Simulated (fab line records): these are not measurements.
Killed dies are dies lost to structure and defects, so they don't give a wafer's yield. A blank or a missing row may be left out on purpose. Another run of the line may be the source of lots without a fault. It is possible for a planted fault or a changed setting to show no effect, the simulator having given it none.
fab line records | flow n5-finfet | part 2 of 2: steps 5 to 6 of 6
[record] lots = 22 | wafers = 66 | last-day = 17
route steps=1938 shown STI_FIN_REVEAL@183 DUMMY_GATE@244 SD_EPI_N@274
lots untouched by any fault: they come from a run of this same line in which no faults occurred
start-h: the number of hours between the record's first day and the start of the first shown wafer of the lot | wait-h: hours from the lot's prior step to this one | " unchanged from the row above | L1.1+2: a single row standing in for several wafers | - no value present, or no start provided | * or withheld: withheld | < > ~ a bound
route shown NAME@n: names a module that has steps shown in the file, with the first one's number in the route | usual: mean and standard deviation over wafers with no fault | same: alike in all rows | chamber/n: place in a boat | sites: the reading at each site | _std_site: the standard deviation of these | _edge_site: mean of outer sites minus mean of inner sites | radius-mm: how far each site lies from the wafer's centre | mask NAME#n: copy n | behind: the last tool/chamber to shape the wafer | hold: reason for holding the lot/hours on hold/outcome of the hold | device: which transistor (n, p or np) failed to switch | end of line: at the end of the route, the tests of the same wafers | where a step has no rows: the recipe by itself | killed: count of dies lost to structure and defects at first sort (not the wafer's yield) | map: a wafer's dies, x killed, . not, _ none there
set.NAME: the setting the step ran with; set.NAME@STEP: the setting that earlier step ran with | model.NAME: the simulator's own value behind a step, which no gauge read
steps of the route over a sample of lots; a table a step, a row a wafer
services: when a tool's chamber went out of use (start-h, in hours from the record's first day, below 0 if earlier), for how many hours, and the reason
[[steps]]
[step N5_DUMMY_GATE_ETCH_32]
[recipe] chemistry = CF4 | target = SiO2 | target-depth-a = 35 | time-s = 3.9 | ion-energy-ev = 350 | pressure-mtorr = 10 | icp-w = 800 | bias-w = 400 | cf4-flow-sccm = 80
[usual] chamber-pressure-mTorr = 10.001/0.0092 | drypump-motor-current-A = 5.6/0.43 | oes-product-au = 1.002/0.022 | throttle-valve-pct = 21.76/0.26
lot.wafer | tool      | chamber | start-h | wait-h | chamber-pressure-mTorr | drypump-motor-current-A | oes-product-au | rf-hours-counter-h | throttle-valve-pct
L074.1    | rie-si-01 | 1       | 49.52   | 0.1    | 10.000                 | 5.3                     | 0.965          | 78                 | 21.74
L074.2    | "         | 3       | "       | "      | 10.015                 | 5.3                     | 1.021          | 162                | 21.63
L074.4    | "         | 2       | "       | "      | 10.012                 | 4.8                     | 1.028          | 46                 | 21.65
L075.1    | rie-si-04 | 0       | 57.09   | 0.1    | 9.983                  | 5.8                     | 1.002          | 168                | 21.61
L075.3    | "         | 1       | "       | "      | 9.991                  | 6.2                     | 1.017          | 66                 | 21.98
L075.4    | "         | 3       | "       | "      | 9.996                  | 5.6                     | 1.024          | 113                | 21.98
L076.2    | rie-si-02 | 2       | 62.67   | 0.1    | 10.007                 | 6.2                     | 0.992          | 44                 | 21.90
L076.3    | "         | 1       | "       | "      | 10.002                 | 6.0                     | 1.013          | 201                | 21.74
L076.5    | "         | 1       | "       | "      | 9.999                  | 6.0                     | 1.012          | -                  | 21.74
L077.2    | rie-si-01 | 3       | 67.02   | 0.1    | 9.987                  | 5.3                     | 1.008          | 163                | 21.63
L077.5    | "         | 3       | "       | "      | 9.993                  | 5.3                     | 1.009          | -                  | 21.64
L077.6    | "         | 2       | "       | "      | 9.986                  | 4.8                     | 1.022          | -                  | 21.68
L078.1    | rie-si-02 | 0       | 71.41   | 0.1    | 9.984                  | 5.5                     | 0.971          | 133                | 21.74
L078.5    | "         | 0       | "       | "      | 10.011                 | 5.5                     | 0.972          | -                  | 21.75
L078.6    | "         | 3       | "       | "      | 9.995                  | 5.6                     | 1.002          | -                  | 21.81
L080.3    | rie-si-01 | 2       | 84.04   | 0.1    | 10.014                 | 4.8                     | 1.034          | 47                 | 21.67
L080.4    | "         | 3       | "       | "      | 10.009                 | 5.3                     | 1.008          | 163                | 21.64
L080.5    | "         | 3       | "       | "      | 10.002                 | 5.2                     | 1.014          | -                  | 21.62
L081.1    | rie-si-02 | 0       | 89.66   | 0.1    | 10.003                 | 5.5                     | 0.972          | 133                | 21.76
L081.5    | "         | 1       | "       | "      | 10.007                 | 5.9                     | 1.036          | -                  | 21.47
L081.6    | "         | 2       | "       | "      | 9.993                  | 6.2                     | 0.987          | -                  | 21.91
L082.3    | rie-si-04 | 3       | 94.01   | 0.1    | 9.996                  | 5.5                     | 1.027          | 113                | 21.98
L082.4    | "         | 0       | "       | "      | 10.006                 | 5.9                     | 1.008          | 169                | 21.59
L082.6    | "         | 0       | "       | "      | 10.009                 | 5.8                     | 1.001          | -                  | 21.58
L083.2    | rie-si-04 | 0       | 102.09  | 0.1    | 10.000                 | 5.9                     | 1.001          | 169                | 21.58
L083.4    | "         | 1       | "       | "      | 10.020                 | 6.1                     | 1.026          | 67                 | 21.99
L083.5    | "         | 3       | "       | "      | 10.005                 | 5.6                     | 1.030          | -                  | 21.97
L084.2    | rie-si-02 | 0       | 110.27  | 0.1    | 10.018                 | 5.5                     | 0.979          | 134                | 21.76
L084.5    | "         | 1       | "       | "      | 9.992                  | 6.0                     | 1.036          | -                  | 21.46
L084.6    | "         | 0       | "       | "      | 9.987                  | 5.5                     | 0.980          | -                  | 21.73
L085.2    | rie-si-01 | 2       | 114.95  | 0.1    | 9.995                  | 4.8                     | 1.035          | 48                 | 21.68
L085.3    | "         | 0       | "       | "      | 10.000                 | 4.9                     | 0.997          | 135                | 22.32
L085.4    | "         | 1       | "       | "      | 10.022                 | 5.3                     | 0.970          | 79                 | 21.73
L086.1    | rie-si-01 | 2       | 125.34  | 0.1    | 10.017                 | 4.8                     | 1.033          | 48                 | 21.66
L086.3    | "         | 0       | "       | "      | 9.982                  | 4.8                     | 0.996          | 135                | 22.34
L086.4    | "         | 1       | "       | "      | 10.018                 | 5.3                     | 0.969          | 79                 | 21.76
L087.4    | rie-si-02 | 1       | 126.65  | 0.1    | 10.004                 | 6.0                     | 1.035          | 1                  | 21.48
L087.5    | "         | 2       | "       | "      | 9.999                  | 6.2                     | 0.996          | -                  | 21.90
L087.6    | "         | 1       | "       | "      | 9.997                  | 6.0                     | 1.038          | -                  | 21.48
L088.3    | rie-si-01 | 1       | 133.71  | 0.1    | 9.987                  | 5.3                     | 0.977          | 79                 | 21.76
L088.5    | "         | 3       | "       | "      | 9.999                  | 5.2                     | 1.009          | -                  | 21.64
L088.6    | "         | 0       | "       | "      | 9.986                  | 4.8                     | 0.999          | -                  | 22.33
L089.1    | rie-si-04 | 0       | 136.93  | 0.1    | 9.999                  | 5.8                     | 0.985          | 170                | 21.58
L089.3    | "         | 3       | "       | "      | 10.010                 | 5.5                     | 1.021          | 114                | 21.97
L089.4    | "         | 1       | "       | "      | 10.000                 | 6.1                     | 1.017          | 68                 | 21.99
L090.1    | rie-si-02 | 1       | 143.95  | 0.1    | 9.990                  | 6.0                     | 1.027          | 1                  | 21.46
L090.4    | "         | 0       | "       | "      | 10.008                 | 5.5                     | 0.977          | 134                | 21.74
L090.6    | "         | 1       | "       | "      | 10.003                 | 6.0                     | 1.033          | -                  | 21.45
L092.4    | rie-si-02 | 3       | 155.73  | 0.1    | 9.987                  | 5.6                     | 1.005          | 26                 | 21.81
L092.5    | "         | 2       | "       | "      | 10.003                 | 6.2                     | 0.992          | -                  | 21.90
L092.6    | "         | 1       | "       | "      | 10.006                 | 6.0                     | 1.036          | -                  | 21.47
L093.3    | rie-si-02 | 0       | 161.63  | 0.1    | 10.014                 | 5.5                     | 0.977          | 134                | 21.74
L093.4    | "         | 3       | "       | "      | 10.009                 | 5.6                     | 1.009          | 26                 | 21.81
L093.5    | "         | 1       | "       | "      | 10.003                 | 6.0                     | 1.029          | -                  | 21.45
L094.1    | rie-si-04 | 1       | 167.37  | 0.1    | 10.001                 | 6.2                     | 1.012          | 68                 | 22.00
L094.4    | "         | 3       | "       | "      | 9.995                  | 5.6                     | 1.021          | 115                | 21.97
L094.6    | "         | 3       | "       | "      | 9.993                  | 5.6                     | 1.031          | -                  | 21.97
L095.1    | rie-si-04 | 0       | 172.80  | 0.1    | 10.012                 | 5.9                     | 0.991          | 171                | 21.58
L095.3    | "         | 1       | "       | "      | 10.005                 | 6.1                     | 1.005          | 68                 | 21.99
L095.4    | "         | 2       | "       | "      | 10.000                 | 5.7                     | 0.962          | 21                 | 21.30
L096.1    | rie-si-01 | 0       | 180.58  | 0.1    | 9.991                  | 4.9                     | 0.999          | 136                | 22.34
L096.3    | "         | 1       | "       | "      | 10.008                 | 5.3                     | 0.963          | 80                 | 21.75
L096.5    | "         | 3       | "       | "      | 10.011                 | 5.2                     | 1.014          | -                  | 21.63
L097.3    | rie-si-04 | 2       | 185.55  | 0.1    | 9.997                  | 5.7                     | 0.962          | 21                 | 21.30
L097.4    | "         | 3       | "       | "      | 10.007                 | 5.5                     | 1.016          | 115                | 21.96
L097.6    | "         | 2       | "       | "      | 10.002                 | 5.7                     | 0.962          | -                  | 21.31
[step N5_SD_EPI_N_ETCH_34]
[recipe] chemistry = CF4 | target = SiARC | target-depth-a = 455 | mask-material = CAR-ArF-block | time-s = 75.8 | ion-energy-ev = 80 | pressure-mtorr = 40 | source-w = 545 | bias-w = 36 | Ar_flow_sccm = 100 | cf4-flow-sccm = 100 | ends = cleared
[usual] chamber-pressure-mTorr = 39.99/0.039 | drypump-motor-current-A = 5.7/0.55 | etch-rf-on-time-s = 75.1/2.4 | oes-product-au = 0.66/0.059 | rf-vpp-V = 183.8/1.2 | showerhead-plenum-p-Torr = 2.13/0.065 | throttle-valve-pct = 15.71/0.14
lot.wafer | tool        | chamber | start-h | wait-h | chamber-pressure-mTorr | drypump-motor-current-A | etch-rf-on-time-s | oes-product-au | rf-hours-counter-h | rf-vpp-V | showerhead-plenum-p-Torr | throttle-valve-pct
L074.1    | rie-diel-06 | 1       | 51.65   | 0.0    | 39.95                  | 5.6                     | 76.1              | 0.65           | 138                | 182.6    | 1.98                     | 15.73
L074.2    | "           | 2       | "       | "      | 39.98                  | 5.6                     | 74.2              | 0.60           | 238                | 185.8    | 2.19                     | 15.74
L074.4    | "           | 3       | "       | "      | 40.01                  | 5.1                     | 76.2              | 0.60           | 228                | 183.7    | 2.11                     | 15.78
L075.1    | rie-diel-06 | 2       | 58.73   | 0.0    | 39.92                  | 5.6                     | 74.0              | 0.60           | 241                | 184.7    | 2.19                     | 15.74
L075.3    | "           | 1       | "       | "      | 40.01                  | 5.6                     | 75.2              | 0.66           | 140                | 184.0    | 1.98                     | 15.73
L075.4    | "           | 0       | "       | "      | 39.97                  | 6.5                     | 77.4              | 0.60           | 207                | 183.4    | 2.12                     | 15.66
L076.2    | rie-diel-05 | 0       | 64.16   | 0.0    | 39.95                  | 5.7                     | 77.7              | 0.66           | 137                | 184.1    | 2.13                     | 15.81
L076.3    | "           | 2       | "       | "      | 39.97                  | 6.5                     | 74.3              | 0.72           | 84                 | 184.5    | 2.15                     | 15.41
L076.5    | "           | 3       | "       | "      | 39.98                  | 5.4                     | 71.5              | 0.69           | -                  | 184.1    | 2.14                     | 15.52
L077.2    | rie-diel-05 | 0       | 69.21   | 0.0    | 39.98                  | 5.7                     | 76.7              | 0.66           | 138                | 182.8    | 2.13                     | 15.81
L077.5    | "           | 1       | "       | "      | 39.96                  | 6.1                     | 71.4              | 0.68           | -                  | 183.2    | 2.04                     | 15.84
L077.6    | "           | 0       | "       | "      | 40.12                  | 5.7                     | 77.0              | 0.65           | -                  | 181.8    | 2.13                     | 15.81
L078.1    | rie-diel-06 | 3       | 73.09   | 0.0    | 39.99                  | 5.1                     | 77.0              | 0.59           | 234                | 184.0    | 2.11                     | 15.79
L078.5    | "           | 3       | "       | "      | 40.03                  | 5.1                     | 77.0              | 0.59           | -                  | 183.2    | 2.11                     | 15.79
L078.6    | "           | 0       | "       | "      | 40.01                  | 6.5                     | 77.4              | 0.59           | -                  | 183.0    | 2.12                     | 15.68
L080.3    | rie-diel-04 | 0       | 85.80   | 0.0    | 39.97                  | 6.0                     | 75.1              | 0.67           | 109                | 186.2    | 2.24                     | 15.69
L080.4    | "           | 1       | "       | "      | 39.98                  | 5.8                     | 75.2              | 0.81           | 7                  | 183.4    | 2.20                     | 15.70
L080.5    | "           | 2       | "       | "      | 40.05                  | 4.8                     | 78.2              | 0.62           | -                  | 186.3    | 2.22                     | 15.66
L081.1    | rie-diel-04 | 3       | 91.67   | 0.0    | 40.06                  | 4.9                     | 73.7              | 0.65           | 127                | 182.3    | 2.07                     | 15.76
L081.5    | "           | 3       | "       | "      | 39.92                  | 4.9                     | 73.7              | 0.65           | -                  | 183.3    | 2.07                     | 15.77
L081.6    | "           | 2       | "       | "      | 40.01                  | 4.9                     | 79.1              | 0.61           | -                  | 183.7    | 2.22                     | 15.66
L082.3    | rie-diel-04 | 2       | 97.64   | 0.0    | 40.02                  | 4.9                     | 78.6              | 0.61           | 178                | 185.1    | 2.22                     | 15.68
L082.4    | "           | 0       | "       | "      | 40.00                  | 6.0                     | 75.5              | 0.66           | 113                | 186.6    | 2.24                     | 15.70
L082.6    | "           | 1       | "       | "      | 40.01                  | 5.8                     | 74.1              | 0.80           | -                  | 185.1    | 2.20                     | 15.71
L083.2    | rie-diel-06 | 0       | 104.12  | 0.0    | 40.00                  | 6.4                     | 77.3              | 0.58           | 222                | 183.0    | 2.11                     | 15.69
L083.4    | "           | 1       | "       | "      | 40.05                  | 5.6                     | 75.1              | 0.64           | -                  | 180.7    | 1.98                     | 15.77
L083.5    | "           | 3       | "       | "      | 40.05                  | 5.1                     | 76.5              | 0.58           | -                  | 183.3    | 2.10                     | 15.83
L084.2    | rie-diel-05 | 2       | 112.08  | 0.0    | 40.06                  | 6.5                     | 73.7              | 0.70           | 103                | 185.1    | 2.14                     | 15.47
L084.5    | "           | 2       | "       | "      | 39.98                  | 6.5                     | 73.9              | 0.71           | -                  | 184.8    | 2.14                     | 15.45
L084.6    | "           | 1       | "       | "      | 40.05                  | 6.2                     | 71.7              | 0.66           | -                  | 182.2    | 2.04                     | 15.88
L085.2    | rie-diel-04 | 1       | 116.44  | 0.0    | 39.98                  | 5.8                     | 74.2              | 0.79           | 18                 | 185.4    | 2.19                     | 15.72
L085.3    | "           | 2       | "       | "      | 39.95                  | 4.9                     | 79.5              | 0.61           | 185                | 185.5    | 2.21                     | 15.69
L085.4    | "           | 3       | "       | "      | 39.92                  | 4.9                     | 74.2              | 0.64           | 135                | 182.9    | 2.06                     | 15.78
L086.1    | rie-diel-05 | 2       | 127.07  | 0.0    | 40.01                  | 6.5                     | 75.5              | 0.70           | 110                | 183.6    | 2.14                     | 15.48
L086.3    | "           | 3       | "       | "      | 39.97                  | 5.4                     | 72.5              | 0.67           | 149                | 183.7    | 2.13                     | 15.57
L086.4    | "           | 1       | "       | "      | 39.96                  | 6.1                     | 72.9              | 0.65           | 179                | 183.7    | 2.03                     | 15.90
L087.4    | rie-diel-05 | 0       | 128.78  | 0.0    | 39.96                  | 5.8                     | 76.2              | 0.65           | 164                | 183.2    | 2.12                     | 15.86
L087.5    | "           | 0       | "       | "      | 39.96                  | 5.8                     | 76.5              | 0.64           | -                  | 185.0    | 2.12                     | 15.85
L087.6    | "           | 1       | "       | "      | 39.96                  | 6.1                     | 71.2              | 0.65           | -                  | 182.4    | 2.03                     | 15.87
L088.3    | rie-diel-05 | 3       | 135.42  | 0.0    | 40.06                  | 5.4                     | 72.4              | 0.67           | 151                | 183.0    | 2.13                     | 15.57
L088.5    | "           | 3       | "       | "      | 39.95                  | 5.4                     | 72.5              | 0.67           | -                  | 184.5    | 2.13                     | 15.57
L088.6    | "           | 0       | "       | "      | 39.99                  | 5.8                     | 76.9              | 0.64           | -                  | 184.8    | 2.12                     | 15.86
L089.1    | rie-diel-05 | 0       | 138.83  | 0.0    | 40.02                  | 5.7                     | 76.8              | 0.64           | 167                | 182.4    | 2.12                     | 15.84
L089.3    | "           | 3       | "       | "      | 39.98                  | 5.4                     | 71.3              | 0.67           | 152                | 183.5    | 2.13                     | 15.56
L089.4    | "           | 1       | "       | "      | 39.99                  | 6.1                     | 71.4              | 0.65           | 184                | 183.8    | 2.03                     | 15.90
L090.1    | rie-diel-04 | 2       | 146.07  | 0.0    | 40.06                  | 4.8                     | 79.9              | 0.60           | 190                | 185.2    | 2.21                     | 15.69
L090.4    | "           | 0       | "       | "      | 39.99                  | 6.0                     | 74.8              | 0.65           | 132                | 185.1    | 2.24                     | 15.75
L090.6    | "           | 2       | "       | "      | 39.95                  | 4.9                     | 79.3              | 0.60           | -                  | 185.5    | 2.21                     | 15.69
L092.4    | rie-diel-05 | 1       | 157.34  | 0.0    | 39.86                  | 6.1                     | 72.1              | 0.64           | 190                | 183.1    | 2.03                     | 15.92
L092.5    | "           | 3       | "       | "      | 40.06                  | 5.4                     | 72.2              | 0.67           | -                  | 184.8    | 2.13                     | 15.55
L092.6    | "           | 2       | "       | "      | 40.02                  | 6.5                     | 74.9              | 0.69           | -                  | 184.3    | 2.14                     | 15.49
L093.3    | rie-diel-06 | 3       | 163.59  | 0.0    | 39.98                  | 5.1                     | 73.6              | 0.80           | 10                 | 183.2    | 2.10                     | 15.33
L093.4    | "           | 1       | "       | "      | 40.00                  | 5.7                     | 75.4              | 0.63           | 180                | 181.3    | 1.97                     | 15.82
L093.5    | "           | 3       | "       | "      | 39.96                  | 5.1                     | 73.7              | 0.80           | -                  | 184.3    | 2.10                     | 15.35
L094.1    | rie-diel-04 | 3       | 168.99  | 0.0    | 40.00                  | 4.8                     | 74.4              | 0.62           | 155                | 183.8    | 2.06                     | 15.84
L094.4    | "           | 3       | "       | "      | 39.96                  | 4.8                     | 75.3              | 0.63           | -                  | 183.6    | 2.06                     | 15.82
L094.6    | "           | 1       | "       | "      | 39.99                  | 5.8                     | 75.7              | 0.75           | -                  | 183.3    | 2.19                     | 15.75
L095.1    | rie-diel-04 | 3       | 174.33  | 0.0    | 40.02                  | 4.9                     | 74.8              | 0.62           | 158                | 183.1    | 2.05                     | 15.84
L095.3    | "           | 2       | "       | "      | 40.00                  | 4.9                     | 79.5              | 0.59           | 200                | 183.6    | 2.21                     | 15.71
L095.4    | "           | 2       | "       | "      | 39.98                  | 4.9                     | 80.1              | 0.59           | -                  | 183.8    | 2.21                     | 15.71
L096.1    | rie-diel-04 | 2       | 184.48  | 0.0    | 39.99                  | 4.8                     | 79.8              | 0.60           | 204                | 184.0    | 2.21                     | 15.73
L096.3    | "           | 1       | "       | "      | 40.00                  | 5.8                     | 73.9              | 0.74           | 45                 | 183.6    | 2.18                     | 15.77
L096.5    | "           | 2       | "       | "      | 40.01                  | 4.9                     | 79.6              | 0.59           | -                  | 186.3    | 2.21                     | 15.73
L097.3    | rie-diel-05 | 0       | 187.15  | 0.0    | 39.99                  | 5.7                     | 77.3              | 0.63           | 185                | 182.1    | 2.12                     | 15.91
L097.4    | "           | 1       | "       | "      | 40.02                  | 6.1                     | 71.8              | 0.64           | 202                | 182.6    | 2.03                     | 15.94
L097.6    | "           | 1       | "       | "      | 39.95                  | 6.1                     | 72.5              | 0.63           | -                  | 182.3    | 2.03                     | 15.95
[[services]]
tool        | chamber | start-h | hours | kind
cmp-01      | -       | 10.28   | 3.9   | pm
rie-diel-05 | -       | 12.04   | 2.8   | pm
rie-diel-04 | -       | 19.21   | 10.4  | repair
rie-si-04   | 2       | 25.21   | 6.3   | repair
cmp-01      | -       | 28.37   | 1.4   | repair
rie-si-02   | -       | 29.48   | 0.8   | repair
ald-sin-01  | 1       | 44.99   | 4.0   | repair
rie-diel-03 | -       | 55.82   | 1.1   | repair
rie-diel-03 | 1       | 58.99   | 5.7   | repair
cmp-01      | -       | 68.29   | 5.6   | pm
rie-diel-05 | 3       | 71.28   | 7.9   | repair
ald-sin-01  | 1       | 73.24   | 10.1  | repair
cmp-01      | -       | 73.95   | 5.2   | repair
rie-diel-04 | -       | 74.60   | 3.1   | repair
cmp-01      | -       | 85.05   | 2.1   | repair
rie-diel-05 | 1       | 93.73   | 1.5   | repair
rie-si-02   | 2       | 112.41  | 5.3   | repair
rie-si-02   | 0       | 115.30  | 3.1   | repair
rie-diel-05 | -       | 130.49  | 0.3   | repair
rie-diel-03 | -       | 138.91  | 0.2   | repair
rie-diel-03 | 2       | 153.41  | 8.3   | repair
ald-sin-01  | 3       | 161.83  | 3.1   | repair
rie-diel-04 | 0       | 167.03  | 32.6  | repair
rie-diel-03 | 1       | 168.76  | 2.7   | repair
